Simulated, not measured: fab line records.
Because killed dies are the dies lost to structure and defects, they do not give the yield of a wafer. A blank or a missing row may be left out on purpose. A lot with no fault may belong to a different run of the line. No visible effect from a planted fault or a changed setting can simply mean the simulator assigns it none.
Matching of chambers	flow n5Finfet	N5_GATE_CUT_STRIP_59 on rieDiel-02: 4 sister chambers
The step strips in N2/H2, time 20 s. 8 wafers are shown with their chamber, then 12 later ones without.

== WAFERS WITH THEIR CHAMBER ==
wafer	chamber	showerheadPlenumPTorr (Torr)	drypumpMotorCurrentA (A)
L083.2	1	3.25	6.2
L083.3	0	3.54	5.1
L085.2	0	3.54	5.1
L085.4	3	3.46	6.7
L087.2	1	3.25	6.2
L087.3	2	3.37	6.2
L087.5	2	3.37	6.1
L089.1	3	3.45	6.7

== WAFERS MISSING THEIR CHAMBER ==
wafer	showerheadPlenumPTorr (Torr)	drypumpMotorCurrentA (A)
L089.2	3.37	6.2
L089.3	3.25	6.2
L090.1	3.37	6.2
L090.5	3.45	6.7
L090.6	3.53	5.1
L093.3	3.53	5.1
L093.5	3.53	5.1
L094.1	3.36	6.1
L094.2	3.53	5.1
L094.4	3.24	6.2
L094.5	3.24	6.2
L094.6	3.53	5.1

== CHAMBER TAKEN BY EACH ==
wafer	from the rows above	in truth
L089.2	2	2
L089.3	1	1
L090.1	2	2
L090.5	3	3
L090.6	0	0
L093.3	0	0
L093.5	0	0
L094.1	2	2
L094.2	0	0
L094.4	1	1
L094.5	1	1
L094.6	0	0
Correctly placed: 12 of 12. Left unplaced by these rows: 0. 0 placed wrongly.
How it was worked out, from the rows above alone: a wafer's distance from a chamber is the root of the sum, over the readings, of the square of ((its reading less the chamber's mean) divided by the reading's scatter). The wafer belongs to the nearest chamber; if the next one is less than 2 further off, it can't be placed. A chamber's mean is the mean of its shown wafers. How the scatter is found: for the shown wafers, subtract from each reading the mean of its chamber, square and add these, divide the total by (wafers less chambers), then take the root.
